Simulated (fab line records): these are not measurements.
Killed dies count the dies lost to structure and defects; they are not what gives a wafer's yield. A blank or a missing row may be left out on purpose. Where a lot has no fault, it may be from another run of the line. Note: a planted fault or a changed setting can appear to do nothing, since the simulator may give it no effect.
fab line records	flow n5_finfet
record lots=6	wafers=18	last_day=18
route steps=1938 shown BEOL_M1@832 BEOL_M2@841 BEOL_M4@1111
lots with no fault: from the same line, run without faults
start_h: the number of hours between the record's first day and the start of the first shown wafer of the lot	wait_h: how many hours have passed since the lot's step before this one	" repeats the value in the row above	L1.1+2: several wafers, shown together as one row	- no value present, or no start provided	* or withheld: withheld	< > ~ a bound
route shown NAME@n: names a module that has steps shown in the file, with the first one's number in the route	usual: the fault-free wafers' mean and standard deviation	same: alike in all rows	chamber/n: place in a boat	sites: the reading at each site	_std_site: how widely they spread, as a standard deviation	_edge_site: mean of outer sites minus mean of inner sites	radius_mm: for every site, how far away it sits from the centre of the wafer	mask NAME#n: copy n	behind: the most recent tool/chamber to have shaped the wafer	hold: cause of the lot's hold/its duration in hours/its outcome	device: whichever transistor did not switch (one of n, p or np)	end of line: tests of these same wafers at the route's end	for a step that has no rows: nothing shown but its recipe	killed: at the first sort, the dies lost to defects and structure; wafer yield is something else	map: a wafer's dies, marking killed ones x, the rest . and places with no die _
set.NAME: the setting as run; set.NAME@STEP: as run at that earlier step	model.NAME: the simulator's own value behind a step, which no gauge read
certain route steps with their lots: each step a table, each wafer a row
services: a tool's chamber out of use, with start hour (start_h, from the record's first day; less than 0 if before it), hours out, and reason
## steps
# step N5_BEOL_M1_ANNEAL_51
# recipe temp_c=225	time_s=90	ambient=N2
# step N5_BEOL_M1_CMP_52
# recipe stop_on=SiOC	t_overpolish_s=6.8	down_force_psi=1	platen_rpm=50	clearing_platen_down_force_psi=1.5	clearing_platen_rpm=50	post_cmp_clean=cu_alkaline	target_thk_nm=40	clearing_platen_pad_velocity_m_s=0.99484	pad_velocity_m_s=0.99484
# step N5_BEOL_M1_THK_MEAS_53
# recipe thk_meas_gauge=xrf	reads=Cu_of_BEOL_M1_ECD_50
# usual M1_THK=40.5/1.8
lot.wafer	tool	chamber	start_h	wait_h	M1_THK[nm]
L409.3	film_metro-02	-	202.97	-	39.9
L409.5	"	-	"	"	38.8
L409.6	"	-	"	"	39.9
L411.1	film_metro-02	-	208.35	-	41.9
L411.4	"	-	"	"	42.2
L411.5	"	-	"	"	40.7
L412.1	film_metro-01	-	211.53	-	40.4
L412.5	"	-	"	"	43.2
L412.6	"	-	"	"	41.7
L420.1	film_metro-01	-	247.39	-	39.8
L420.3	"	-	"	"	38.0
L420.4	"	-	"	"	39.4
L421.2	film_metro-01	-	269.41	-	38.8
L421.5	"	-	"	"	37.9
L421.6	"	-	"	"	40.2
L423.2	film_metro-01	-	272.91	-	39.9
L423.3	"	-	"	"	38.0
L423.6	"	-	"	"	41.3
# step N5_BEOL_M1_PRE_CLEAN_60
# recipe gas=NH3/H2	time_s=15	temp_c=*	rf_power_w=300
# step N5_BEOL_M1_CO_CAP_55
# recipe material=Co	target_thk_a=20	temp_c=200	precursor=CCTBA/H2	pressure_torr=30	time_s=102.1
# step N5_BEOL_M1_PRE_CLEAN_56
# recipe gas=NH3	time_s=15	temp_c=withheld	rf_power_w=300
# step N5_BEOL_M1_DEP_57
# recipe material=SiCN	target_thk_a=80	temp_c=withheld	precursor=3MS/NH3	pressure_torr=3	rf_w=202	time_s=14
# usual chamber_pressure_Torr=3.000/0.0067	rf_fwd_power_W=199.7/0.96	showerhead_plenum_p_Torr=3.665/0.013	throttle_valve_pct=9.1/0.42
lot.wafer	tool	chamber	start_h	wait_h	chamber_pressure_Torr	rf_fwd_power_W	showerhead_plenum_p_Torr	throttle_valve_pct
L409.3	pecvd-03	0	203.16	0.0	2.985	199.9	3.640	9.0
L409.5	"	0	"	"	2.987	200.3	3.649	9.5
L409.6	"	1	"	"	3.002	200.9	3.682	9.5
L411.1	pecvd-04	0	208.54	0.0	3.004	198.6	3.661	8.8
L411.4	"	0	"	"	3.002	200.1	3.670	8.8
L411.5	"	2	"	"	3.000	199.6	3.676	8.6
L412.1	pecvd-04	0	211.73	0.0	3.005	199.2	3.666	8.9
L412.5	"	2	"	"	2.995	198.5	3.670	8.6
L412.6	"	1	"	"	2.984	198.0	3.658	9.4
L420.1	pecvd-03	2	247.58	0.0	2.999	200.6	3.660	9.3
L420.3	"	1	"	"	3.000	199.6	3.670	9.4
L420.4	"	0	"	"	2.993	200.5	3.637	9.4
L421.2	pecvd-04	0	269.61	0.0	3.006	198.9	3.682	8.9
L421.5	"	1	"	"	2.999	197.7	3.665	9.5
L421.6	"	0	"	"	3.007	199.1	3.667	8.8
L423.2	pecvd-04	1	273.10	0.0	2.999	197.5	3.658	9.4
L423.3	"	0	"	"	3.004	198.9	3.666	8.7
L423.6	"	0	"	"	3.004	199.8	3.667	8.7
# step N5_BEOL_M1_RS_MEAS_58
# recipe thk_meas_gauge=four-point-probe	reads=Co_of_BEOL_M1_CO_CAP_55+Cu_of_BEOL_M1_ECD_50+Co_of_BEOL_M1_CVD_47+TaN_of_BEOL_M1_ALD_84
# usual M1_RS=0.68/0.038
lot.wafer	tool	chamber	start_h	wait_h	M1_RS[ohm/sq]
L409.3	film_metro-02	-	203.23	0.1	0.69
L409.5	"	-	"	"	0.73
L409.6	"	-	"	"	0.70
L411.1	film_metro-02	-	208.61	0.0	0.65
L411.4	"	-	"	"	0.65
L411.5	"	-	"	"	0.67
L412.1	film_metro-02	-	211.79	0.0	0.68
L412.5	"	-	"	"	0.62
L412.6	"	-	"	"	0.65
L420.1	film_metro-02	-	247.65	0.0	0.70
L420.3	"	-	"	"	0.74
L420.4	"	-	"	"	0.70
L421.2	film_metro-01	-	269.70	0.1	0.71
L421.5	"	-	"	"	0.73
L421.6	"	-	"	"	0.68
L423.2	film_metro-01	-	273.17	0.1	0.68
L423.3	"	-	"	"	0.73
L423.6	"	-	"	"	0.65
# step N5_BEOL_M1_INSPECT_59
# recipe inspect_instrument=darkfield	mode=post_dep
# usual raw_defect_count=74/22
lot.wafer	tool	chamber	start_h	wait_h	raw_defect_count
L409.3	defect_inspect-01	-	203.25	0.0	51
L409.5	"	-	"	"	47
L409.6	"	-	"	"	53
L411.1	defect_inspect-02	-	208.64	0.0	118
L411.4	"	-	"	"	52
L411.5	"	-	"	"	51
L412.1	defect_inspect-01	-	211.82	0.0	56
L412.5	"	-	"	"	76
L412.6	"	-	"	"	44
L420.1	defect_inspect-02	-	247.67	0.0	131
L420.3	"	-	"	"	100
L420.4	"	-	"	"	106
L421.2	defect_inspect-01	-	269.72	0.0	46
L421.5	"	-	"	"	57
L421.6	"	-	"	"	83
L423.2	defect_inspect-01	-	273.20	0.0	81
L423.3	"	-	"	"	114
L423.6	"	-	"	"	76
# step N5_BEOL_M2_ILD_DEP_00
# recipe material=SiOC	target_thk_a=790	temp_c=350	precursor=DEMS/O2	pressure_torr=5	rf_w=500	time_s=15.3
# usual chamber_pressure_Torr=4.999/0.01	heater_power_outer_w=270/67	heater_power_w=500/93	showerhead_plenum_p_Torr=5.704/0.015	throttle_valve_pct=11.9/0.42
lot.wafer	tool	chamber	start_h	wait_h	chamber_pressure_Torr	heater_power_outer_w	heater_power_w	showerhead_plenum_p_Torr	throttle_valve_pct
L409.3	pecvd-04	1	203.29	0.0	5.005	349	582	5.698	12.5
L409.5	"	0	"	"	4.989	320	579	5.692	11.6
L409.6	"	1	"	"	4.998	349	575	5.696	12.5
L411.1	pecvd-01	0	208.67	0.0	5.002	286	452	5.694	11.9
L411.4	"	0	"	"	4.995	286	465	5.688	12.2
L411.5	"	0	"	"	4.989	291	482	5.694	11.8
L412.1	pecvd-01	1	211.86	0.0	4.994	299	567	5.697	12.0
L412.5	"	0	"	"	4.976	297	490	5.697	11.9
L412.6	"	1	"	"	5.020	313	583	5.691	12.3
L420.1	pecvd-04	0	247.71	0.0	4.989	296	554	5.697	11.6
L420.3	"	2	"	"	4.982	366	583	5.704	11.3
L420.4	"	0	"	"	4.980	291	562	5.694	11.3
L421.2	pecvd-02	2	269.76	0.0	4.990	147	320	5.703	11.7
L421.5	"	0	"	"	4.996	267	522	5.708	11.3
L421.6	"	1	"	"	4.996	242	453	5.699	12.2
L423.2	pecvd-02	1	273.24	0.0	5.027	215	432	5.694	12.4
L423.3	"	0	"	"	5.009	294	565	5.716	11.6
L423.6	"	1	"	"	5.010	218	425	5.699	12.2
# step N5_BEOL_M2_THK_MEAS_01
# recipe reads=SiOC_of_BEOL_M2_ILD_DEP_00
# usual M2_ILD_THK=78.8/1.1
lot.wafer	tool	chamber	start_h	wait_h	M2_ILD_THK[nm]
L409.3	film_metro-01	-	203.36	0.1	78.4
L409.5	"	-	"	"	78.0
L409.6	"	-	"	"	78.3
L411.1	film_metro-01	-	208.76	0.1	78.8
L411.4	"	-	"	"	80.3
L411.5	"	-	"	"	81.1
L412.1	film_metro-02	-	211.94	0.1	78.8
L412.5	"	-	"	"	80.7
L412.6	"	-	"	"	79.9
L420.1	film_metro-01	-	247.78	0.0	78.1
L420.3	"	-	"	"	79.1
L420.4	"	-	"	"	78.9
L421.2	film_metro-02	-	269.83	0.1	76.9
L421.5	"	-	"	"	79.3
L421.6	"	-	"	"	79.7
L423.2	film_metro-02	-	273.31	0.1	78.1
L423.3	"	-	"	"	78.7
L423.6	"	-	"	"	79.5
# step N5_BEOL_M2_PECVD_72
# recipe material=SiO2	target_thk_a=160	temp_c=400	precursor=TEOS/O2	pressure_torr=5.5	rf_w=450	teos_flow_sccm=53.8	gas=O2	flow_sccm=3000	time_s=18
# step N5_BEOL_M2_HM_DEP_02
# recipe material=TiN	target_thk_a=200	temp_c=25	chamber_pressure_pa=0.49996
# usual chamber_pressure_pa=0.5001/0.0011	substrate_temp_c=24.98/0.11	throttle_valve_pct=30.4/1.3
lot.wafer	tool	chamber	start_h	wait_h	chamber_pressure_pa	substrate_temp_c	throttle_valve_pct
L409.3	pvd_sputter-02	-	204.49	1.1	0.5028	25.04	29.9
L409.5	"	-	"	"	0.5005	24.91	28.0
L409.6	"	-	"	"	0.5007	25.08	29.8
L411.1	pvd_sputter-02	-	210.62	1.8	0.4985	24.79	28.1
L411.4	"	-	"	"	0.5005	25.02	29.8
L411.5	"	-	"	"	0.4988	25.20	31.3
L412.1	pvd_sputter-01	-	212.50	0.5	0.4983	25.07	31.1
L412.5	"	-	"	"	0.5014	24.84	31.4
L412.6	"	-	"	"	0.4997	24.96	31.5
L420.1	pvd_sputter-01	-	251.35	3.5	-	-	-
L420.3	"	-	"	"	-	-	-
L420.4	"	-	"	"	-	-	-
L421.2	pvd_sputter-01	-	271.52	1.6	-	-	-
L421.5	"	-	"	"	-	-	-
L421.6	"	-	"	"	-	-	-
L423.2	pvd_sputter-02	-	273.72	0.4	0.5013	24.68	27.9
L423.3	"	-	"	"	0.4996	24.89	31.1
L423.6	"	-	"	"	0.4984	25.08	29.8
# step N5_BEOL_M2_COAT_61
# recipe resist=SOC	temp_c=250	time_s=60	spin_rpm=1500	resist_thk_nm=60
# step N5_BEOL_M2_COAT_62
# recipe resist=SiARC	temp_c=220	time_s=60	spin_rpm=1500	resist_thk_nm=12
# step N5_BEOL_M2_COAT_73
# recipe resist=underlayer	temp_c=205	time_s=60	spin_rpm=1500	resist_thk_nm=5
# step N5_BEOL_M2_COAT_05
# recipe resist=CAR-EUV	spin_rpm=1500	resist_thk_nm=30
# step N5_BEOL_M2_EBR_07
# recipe solvent=PGMEA	ebr_width_mm=1.5
# step N5_BEOL_M2_SOFTBAKE_06
# recipe temp_c=110	time_s=60	resist=CAR-EUV
# step N5_BEOL_M2_EXPOSE_08
# recipe mask_id=M2	na=0.33	source_shape=dipole	sigma_inner=0.369	sigma_outer=0.767	polarization=unpolarized	dose_mj=41.25
# step N5_BEOL_M2_PEB_09
# recipe peb_temp_c=100	peb_time_s=60	resist=CAR-EUV
# step N5_BEOL_M2_DEVELOP_10
# recipe develop_time_s=30	developer=TMAH	resist=CAR-EUV	rinse_liquid=surfactant_rinse	dry=air_spin	dev_temp_c=23
# step N5_BEOL_M2_CD_MEAS_11
# recipe target_cd_nm=16.79	landing_energy_ev=500	detector=se_inlens	polarity=opening
# usual cd_nm=16.76/0.24
lot.wafer	tool	chamber	start_h	wait_h	cd_nm
L409.3	cd_sem-03	0	205.01	-	16.39
L409.5	"	0	"	"	16.46
L409.6	"	0	"	"	16.51
L411.1	cd_sem-02	0	211.02	-	16.62
L411.4	"	0	"	"	16.85
L411.5	"	0	"	"	16.87
L412.1	cd_sem-02	0	212.93	-	16.79
L412.5	"	0	"	"	16.72
L412.6	"	0	"	"	16.96
L420.1	cd_sem-01	0	251.87	-	16.96
L420.3	"	0	"	"	16.75
L420.4	"	0	"	"	17.11
L421.2	cd_sem-03	0	272.04	-	16.97
L421.5	"	0	"	"	16.47
L421.6	"	0	"	"	16.75
L423.2	cd_sem-02	0	274.24	-	16.77
L423.3	"	0	"	"	16.69
L423.6	"	0	"	"	17.19
# step N5_BEOL_M2_OVL_MEAS_12
# recipe points_per_wafer=522
# usual M2_OVL=0.1/0.65
# same points_per_wafer=522
lot.wafer	tool	chamber	start_h	wait_h	M2_OVL[nm]
L409.3	overlay-02	0	205.05	0.0	0.3
L409.5	"	0	"	"	0.7
L409.6	"	0	"	"	0.6
L411.1	overlay-01	0	211.05	0.0	-0.3
L411.4	"	0	"	"	0.2
L411.5	"	0	"	"	0.3
L412.1	overlay-02	0	212.96	0.0	0.6
L412.5	"	0	"	"	-0.5
L412.6	"	0	"	"	-0.6
L420.1	overlay-02	0	251.90	0.0	-0.5
L420.3	"	0	"	"	-1.0
L420.4	"	0	"	"	-0.1
L421.2	overlay-02	0	272.08	0.0	0.5
L421.5	"	0	"	"	-0.4
L421.6	"	0	"	"	-0.1
L423.2	overlay-02	0	274.28	0.0	0.6
L423.3	"	0	"	"	0.5
L423.6	"	0	"	"	0.8
# step N5_BEOL_M2_INSPECT_13
# recipe mode=adi	inspect_instrument=brightfield
# usual raw_defect_count=397/79
lot.wafer	tool	chamber	start_h	wait_h	raw_defect_count
L409.3	defect_inspect-01	-	205.10	0.0	326
L409.5	"	-	"	"	299
L409.6	"	-	"	"	285
L411.1	defect_inspect-01	-	211.10	0.1	276
L411.4	"	-	"	"	493
L411.5	"	-	"	"	236
L412.1	defect_inspect-02	-	213.02	0.1	388
L412.5	"	-	"	"	417
L412.6	"	-	"	"	284
L420.1	defect_inspect-01	-	251.96	0.1	339
L420.3	"	-	"	"	226
L420.4	"	-	"	"	296
L421.2	defect_inspect-01	-	272.13	0.0	182
L421.5	"	-	"	"	180
L421.6	"	-	"	"	224
L423.2	defect_inspect-02	-	274.33	0.0	504
L423.3	"	-	"	"	590
L423.6	"	-	"	"	417
# step N5_BEOL_M2_DESCUM_16
# recipe chemistry=O2	time_s=7	source_power_w=50	bias_power_w=20	pressure_mtorr=20	rf_frequency_hz=2.712e+07	temp_c=40	resist=CAR-EUV	o2_flow_sccm=225
# usual chamber_pressure_mTorr=20.000/0.017	drypump_motor_current_A=5.7/0.42	oes_product_au=0.77/0.069	rf_vpp_V=243.5/1.1	showerhead_plenum_p_Torr=2.12/0.054	temp_c=39.99/0.11	throttle_valve_pct=20.40/0.21
lot.wafer	tool	chamber	start_h	wait_h	chamber_pressure_mTorr	drypump_motor_current_A	oes_product_au	rf_hours_counter_h	rf_vpp_V	showerhead_plenum_p_Torr	temp_c	throttle_valve_pct
L409.3	rie_diel-03	1	205.13	0.0	19.987	5.4	0.75	149	242.8	2.09	40.13	20.18
L409.5	"	1	"	"	19.994	5.4	0.74	-	243.9	2.09	39.98	20.18
L409.6	"	0	"	"	20.004	5.4	0.79	-	243.9	2.20	39.80	20.21
L411.1	rie_diel-04	3	211.26	0.2	19.997	5.9	0.71	219	244.1	2.16	40.00	20.47
L411.4	"	1	"	"	20.001	6.0	0.85	-	244.5	2.13	39.99	20.58
L411.5	"	0	"	"	20.016	6.1	0.74	-	242.8	2.09	40.03	20.79
L412.1	rie_diel-03	3	213.37	0.4	19.990	5.9	0.97	1	243.8	2.17	40.00	20.22
L412.5	"	2	"	"	19.986	5.2	0.76	-	242.1	2.08	39.87	20.25
L412.6	"	1	"	"	20.017	5.4	0.74	-	243.7	2.09	40.04	20.19
L420.1	rie_diel-03	1	252.00	0.0	20.005	5.4	0.73	163	243.5	2.09	40.08	20.21
L420.3	"	0	"	"	19.997	5.3	0.78	128	245.7	2.20	39.91	20.23
L420.4	"	2	"	"	20.003	5.2	0.75	192	243.7	2.08	39.85	20.26
L421.2	rie_diel-01	2	272.47	0.3	20.000	4.8	0.70	217	241.0	1.99	39.83	20.70
L421.5	"	2	"	"	20.012	4.8	0.70	-	241.8	2.00	39.91	20.68
L421.6	"	0	"	"	20.035	5.8	0.74	-	242.4	2.09	40.00	20.46
L423.2	rie_diel-03	2	274.77	0.4	20.021	5.2	0.74	199	242.6	2.07	39.93	20.29
L423.3	"	1	"	"	20.015	5.4	0.73	170	243.1	2.08	39.93	20.19
L423.6	"	2	"	"	20.028	5.2	0.74	-	242.6	2.07	40.20	20.27
# step N5_BEOL_M2_ETCH_74
# recipe chemistry=N2/H2	target=underlayer	target_depth_a=65	mask_material=CAR-EUV	time_s=5.2	ion_energy_ev=200	pressure_mtorr=30	source_w=840	bias_w=150	n2_flow_sccm=200	h2_flow_sccm=200	ends=cleared
# step N5_BEOL_M2_ETCH_63
# recipe chemistry=CF4	target=SiARC	target_depth_a=156	mask_material=CAR-EUV	time_s=26	ion_energy_ev=80	pressure_mtorr=40	source_w=545	bias_w=36	Ar_flow_sccm=100	cf4_flow_sccm=100	ends=cleared
# step N5_BEOL_M2_ETCH_64
# recipe chemistry=N2/H2	target=SOC	target_depth_a=750	overetch_a=225	mask_material=SiARC	temp_c=40	time_s=121.9	ion_energy_ev=200	pressure_mtorr=30	source_w=840	bias_w=150	n2_flow_sccm=200	h2_flow_sccm=200
# usual chamber_pressure_mTorr=30.001/0.026	drypump_motor_current_A=5.7/0.42	oes_product_au=0.58/0.049	rf_vpp_V=524.7/2	showerhead_plenum_p_Torr=2.57/0.063	temp_c=40.00/0.11	throttle_valve_pct=17.71/0.2
lot.wafer	tool	chamber	start_h	wait_h	chamber_pressure_mTorr	drypump_motor_current_A	oes_product_au	rf_hours_counter_h	rf_vpp_V	showerhead_plenum_p_Torr	temp_c	throttle_valve_pct
L409.3	rie_diel-03	1	205.21	0.0	30.007	5.4	0.58	149	524.6	2.55	40.05	17.65
L409.5	"	1	"	"	29.976	5.4	0.58	-	525.2	2.55	39.98	17.66
L409.6	"	0	"	"	30.030	5.3	0.60	-	528.7	2.66	40.17	17.46
L411.1	rie_diel-04	3	211.34	0.0	30.020	5.9	0.54	219	526.5	2.61	39.95	17.74
L411.4	"	1	"	"	29.963	6.0	0.63	-	524.3	2.59	39.93	17.89
L411.5	"	0	"	"	29.959	6.1	0.57	-	523.2	2.52	39.90	18.05
L412.1	rie_diel-03	3	213.45	0.0	29.997	5.9	0.73	1	524.6	2.61	40.00	17.48
L412.5	"	2	"	"	30.042	5.2	0.58	-	524.3	2.52	40.00	17.57
L412.6	"	1	"	"	30.008	5.4	0.57	-	523.5	2.55	40.03	17.65
L420.1	rie_diel-03	1	252.08	0.0	30.044	5.4	0.56	164	523.4	2.55	39.93	17.68
L420.3	"	0	"	"	29.976	5.3	0.59	128	526.9	2.65	39.97	17.48
L420.4	"	2	"	"	30.013	5.2	0.56	192	522.0	2.51	40.05	17.59
L421.2	rie_diel-01	2	272.55	0.0	29.985	4.8	0.53	217	521.6	2.42	40.08	18.05
L421.5	"	2	"	"	29.965	4.8	0.53	-	520.7	2.42	39.99	18.06
L421.6	"	0	"	"	30.037	5.8	0.55	-	522.4	2.51	40.10	17.76
L423.2	rie_diel-03	2	274.85	0.0	30.048	5.2	0.56	199	522.2	2.51	40.12	17.62
L423.3	"	1	"	"	29.992	5.4	0.56	170	524.7	2.54	39.91	17.70
L423.6	"	2	"	"	29.996	5.2	0.56	-	524.5	2.51	40.01	17.60
# step N5_BEOL_M2_STRIP_65
# recipe chemistry=N2/H2	temp_c=40	n2_flow_sccm=200	h2_flow_sccm=200	rf_frequency_hz=6e+07
# step N5_BEOL_M2_STRIP_75
# recipe chemistry=N2/H2	temp_c=40	n2_flow_sccm=200	h2_flow_sccm=200	rf_frequency_hz=6e+07
# step N5_BEOL_M2_STRIP_66
# recipe chemistry=CF4	resist=SiARC	power_w=300	bias_power_w=75	pressure_mtorr=50	cf4_flow_sccm=150	rf_frequency_hz=6e+07
# step N5_BEOL_M2_HM_OPEN_17
# recipe chemistry=Cl2/BCl3	target_depth_a=200	overetch_a=60	target=TiN	mask_material=SOC	ion_energy_ev=150	pressure_mtorr=10	icp_w=1000	bias_w=126	Cl2_flow_sccm=53.25	bcl3_flow_sccm=21.75	Ar_flow_sccm=25
# usual chamber_pressure_mTorr=9.999/0.011	drypump_motor_current_A=5.8/0.42	mfc_cl2_sccm=53.24/0.15	oes_ar_750_au=0.86/0.064	oes_product_au=0.73/0.054	throttle_valve_pct=22.20/0.16
lot.wafer	tool	chamber	start_h	wait_h	chamber_pressure_mTorr	drypump_motor_current_A	mfc_cl2_sccm	oes_ar_750_au	oes_product_au	rf_hours_counter_h	throttle_valve_pct	model.etch.depth_nm
L409.3	rie_metal-02	1	205.42	0.1	10.003	6.2	53.27	0.87	0.77	-	22.45	20.64
L409.5	"	0	"	"	10.001	6.1	53.21	0.87	0.75	-	22.28	20.36
L409.6	"	1	"	"	9.986	6.2	53.03	0.87	0.76	-	22.45	20.65
L411.1	rie_metal-01	0	211.53	0.0	10.005	5.3	53.32	0.93	0.79	5	22.11	20.08
L411.4	"	1	"	"	10.011	6.0	53.29	0.77	0.66	-	22.13	20.63
L411.5	"	1	"	"	10.002	6.0	53.38	0.77	0.65	-	22.14	20.12
L412.1	rie_metal-03	0	213.63	0.0	9.996	5.5	53.20	0.86	0.75	12	21.86	19.59
L412.5	"	0	"	"	10.001	5.5	53.30	0.85	0.74	-	21.85	19.5
L412.6	"	1	"	"	9.985	4.9	53.20	0.91	0.75	-	22.10	19.62
L420.1	rie_metal-02	0	252.25	0.0	10.010	6.0	52.98	0.85	0.32	19	22.95	0
L420.3	"	0	"	"	9.994	6.1	53.13	0.85	0.31	-	22.95	0
L420.4	"	0	"	"	10.004	6.1	53.19	0.86	0.32	-	22.95	0
L421.2	rie_metal-03	0	272.72	0.0	10.015	5.4	53.16	0.84	0.32	17	22.52	0
L421.5	"	0	"	"	10.004	5.5	53.11	0.84	0.32	-	22.52	0
L421.6	"	1	"	"	10.004	4.9	53.41	0.87	0.32	-	22.76	0
L423.2	rie_metal-03	1	275.02	0.0	10.009	4.9	53.15	0.88	0.74	13	22.11	19.85
L423.3	"	0	"	"	10.010	5.4	53.11	0.83	0.72	-	21.87	19.8
L423.6	"	1	"	"	10.005	5.0	53.18	0.87	0.73	-	22.12	20.07
# step N5_BEOL_M2_STRIP_19
# recipe chemistry=O2	power_w=400	temp_c=40	pressure_mtorr=30	rf_frequency_hz=6e+07	bias_power_w=0	overash_fraction=0.2	o2_flow_sccm=225
# usual chamber_pressure_mTorr=29.99/0.048	drypump_motor_current_A=5.7/0.42	oes_product_au=0.77/0.074	rf_vpp_V=3.6/0.5	showerhead_plenum_p_Torr=2.12/0.053	temp_c=40.01/0.12	throttle_valve_pct=16.69/0.22
lot.wafer	tool	chamber	start_h	wait_h	chamber_pressure_mTorr	drypump_motor_current_A	oes_product_au	rf_hours_counter_h	rf_vpp_V	showerhead_plenum_p_Torr	temp_c	throttle_valve_pct
L409.3	rie_diel-01	1	205.64	0.2	30.02	5.1	0.69	249	3.7	2.17	40.09	16.83
L409.5	"	2	"	"	30.01	4.8	0.71	-	2.8	2.01	40.02	16.87
L409.6	"	1	"	"	30.01	5.1	0.68	-	3.9	2.17	40.13	16.82
L411.1	rie_diel-04	3	211.75	0.2	30.05	6.0	0.71	220	2.7	2.17	39.97	16.76
L411.4	"	0	"	"	29.98	6.0	0.74	-	3.3	2.10	39.92	17.02
L411.5	"	3	"	"	30.00	6.0	0.71	-	3.9	2.17	40.12	16.78
L412.1	rie_diel-04	1	213.75	0.1	30.00	6.0	0.83	53	4.5	2.13	40.04	16.77
L412.5	"	0	"	"	29.99	6.1	0.73	-	3.7	2.10	40.21	17.02
L412.6	"	3	"	"	30.01	5.9	0.71	-	4.3	2.17	40.03	16.75
L420.1	rie_diel-04	0	252.56	0.3	29.98	6.1	0.72	199	2.6	2.09	39.97	17.06
L420.3	"	1	"	"	30.01	6.0	0.82	68	3.6	2.12	40.08	16.83
L420.4	"	2	"	"	29.97	6.1	0.93	8	3.6	2.07	40.08	16.26
L421.2	rie_diel-04	1	273.02	0.3	29.96	6.0	0.81	74	3.9	2.12	40.10	16.80
L421.5	"	1	"	"	30.02	6.0	0.81	-	3.2	2.12	40.05	16.81
L421.6	"	2	"	"	29.97	6.1	0.93	-	3.0	2.07	39.97	16.26
L423.2	rie_diel-01	2	275.16	0.1	30.01	4.8	0.69	219	5.4	2.00	39.88	16.89
L423.3	"	3	"	"	29.97	6.1	0.80	71	3.0	2.19	39.93	16.42
L423.6	"	0	"	"	30.02	5.8	0.74	-	4.4	2.09	39.91	16.72
# step N5_BEOL_M2_CD_MEAS_18
# recipe pitch_nm=36	target_cd_nm=18
# usual cd_nm=18.00/0.3
lot.wafer	tool	chamber	start_h	wait_h	cd_nm
L409.3	cd_sem-01	-	205.72	0.1	17.48
L409.5	"	-	"	"	17.24
L409.6	"	-	"	"	18.13
L411.1	cd_sem-03	-	211.82	0.0	17.92
L411.4	"	-	"	"	17.81
L411.5	"	-	"	"	17.81
L412.1	cd_sem-02	-	213.82	0.0	18.50
L412.5	"	-	"	"	17.96
L412.6	"	-	"	"	17.70
L420.1	cd_sem-01	-	252.63	0.0	-
L420.3	"	-	"	"	-
L420.4	"	-	"	"	-
L421.2	cd_sem-03	-	273.09	0.1	-
L421.5	"	-	"	"	-
L421.6	"	-	"	"	-
L423.2	cd_sem-02	-	275.23	0.1	18.28
L423.3	"	-	"	"	18.06
L423.6	"	-	"	"	18.20
# step N5_BEOL_M2_COAT_67
# recipe resist=SOC	temp_c=250	time_s=60	spin_rpm=1500	resist_thk_nm=60
# step N5_BEOL_M4_RC_MEAS_101
# usual DIBL_N=36.2/1.7	DIBL_P=36.2/2.2	IOFF_N=0.16/0.035	IOFF_P=0.21/0.042	ION_N=673/13	ION_P=462/7.9	SS_N=71.4/0.59	SS_P=73.2/0.7	VT_N=250/3.6	VT_P=-251/3.5
lot.wafer	tool	chamber	start_h	wait_h	DIBL_N[mV/V]	DIBL_P[mV/V]	IOFF_N[nA/um]	IOFF_P[nA/um]	ION_N[uA/um]	ION_P[uA/um]	SS_N[mV/dec]	SS_P[mV/dec]	VT_N[mV]	VT_P[mV]
L409.3	prober-01	0	233.78	0.3	36.2	37.8	0.16	0.23	667	467	71.5	73.9	251	-248
L409.5	"	0	"	"	37.1	37.8	0.16	0.23	673	463	71.8	73.4	247	-247
L409.6	"	0	"	"	36.7	36.5	0.15	0.21	663	459	71.7	73.4	252	-252
L411.1	prober-01	0	240.13	0.0	35.8	35.0	0.14	0.20	668	462	71.3	72.7	250	-251
L411.4	"	0	"	"	37.8	38.1	0.20	0.25	690	469	72.2	73.8	245	-249
L411.5	"	0	"	"	36.3	36.6	0.17	0.23	689	469	70.8	73.9	249	-249
L412.1	prober-02	0	244.11	0.0	36.4	36.5	0.14	0.18	672	457	70.7	73.1	250	-256
L412.5	"	0	"	"	36.0	36.5	0.13	0.18	668	458	70.6	74.5	250	-254
L412.6	"	0	"	"	36.7	36.5	0.15	0.19	678	465	71.2	73.4	253	-253
L423.2	prober-01	0	305.94	0.2	34.3	34.9	0.13	0.15	668	447	70.6	72.8	256	-258
L423.3	"	0	"	"	37.6	38.2	0.20	0.19	685	456	72.2	74.1	248	-254
L423.6	"	0	"	"	36.9	38.7	0.19	0.20	686	454	72.1	73.7	247	-256
## services
tool	chamber	start_h	hours	kind
rie_diel-03	3	180.27	-	clean
rie_diel-03	3	180.27	-	consumable_replace:focus_ring
rie_diel-03	3	180.27	28.1	scheduled_down
rie_diel-03	3	180.27	28.1	vent_cycle
pecvd-02	-	181.06	0.7	repair
rie_metal-03	-	186.42	2.8	pm
rie_metal-01	-	189.92	0.2	repair
pecvd-01	-	191.71	0.4	repair
rie_diel-01	3	191.98	14.3	repair
pecvd-01	2	202.38	-	clean
pecvd-01	2	202.38	-	consumable_replace:showerhead
pecvd-01	2	202.38	29.0	scheduled_down
rie_diel-04	2	210.28	-	clean
rie_diel-04	2	210.28	-	consumable_replace:focus_ring
rie_diel-04	2	210.28	22.0	scheduled_down
rie_diel-04	2	210.28	22.0	vent_cycle
rie_diel-03	-	211.67	1.7	repair
rie_metal-02	1	238.10	16.0	repair
rie_diel-01	1	257.44	-	clean
rie_diel-01	1	257.44	-	consumable_replace:focus_ring
rie_diel-01	1	257.44	24.3	scheduled_down
rie_diel-01	1	257.44	24.3	vent_cycle
pecvd-03	-	258.70	26.5	repair
pecvd-04	2	266.62	5.5	scheduled_down
## key
first_sign step=N5_BEOL_M2_HM_DEP_02	reading=tool_record	direction=missing
effect step=N5_BEOL_M2_HM_OPEN_17	reading=oes_product_au	direction=down	sigmas=7.6	usual=0.73	struck=0.32
effect step=N5_BEOL_M2_CD_MEAS_18	reading=cd_nm	direction=missing
model_effect step=N5_BEOL_M2_HM_OPEN_17	value=etch.depth_nm	without=20.12	struck=0
met_at N5_BEOL_M2_HM_DEP_02
struck_wafers L420.1,L420.3,L420.4,L421.2,L421.5,L421.6
later_rows_left_out L420.1,L420.3,L420.4,L421.2,L421.5,L421.6
sort_left_out L420.1,L420.3,L420.4,L421.2,L421.5,L421.6
onset_between 212.50 251.35
fault kind=skipped_step_whole	tool=pvd_sputter-01	chamber=-	onset_h=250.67	steps=N5_BEOL_M2_HM_DEP_02	scope=struck_lots_only
# sort_left_out: the simulated sort isn't trusted on such a fault, so these wafers' sort isn't shown, and their yield isn't known
# later_rows_left_out: the simulator's readings of these wafers behind a module that went badly wrong aren't trusted and aren't shown, but for the sort
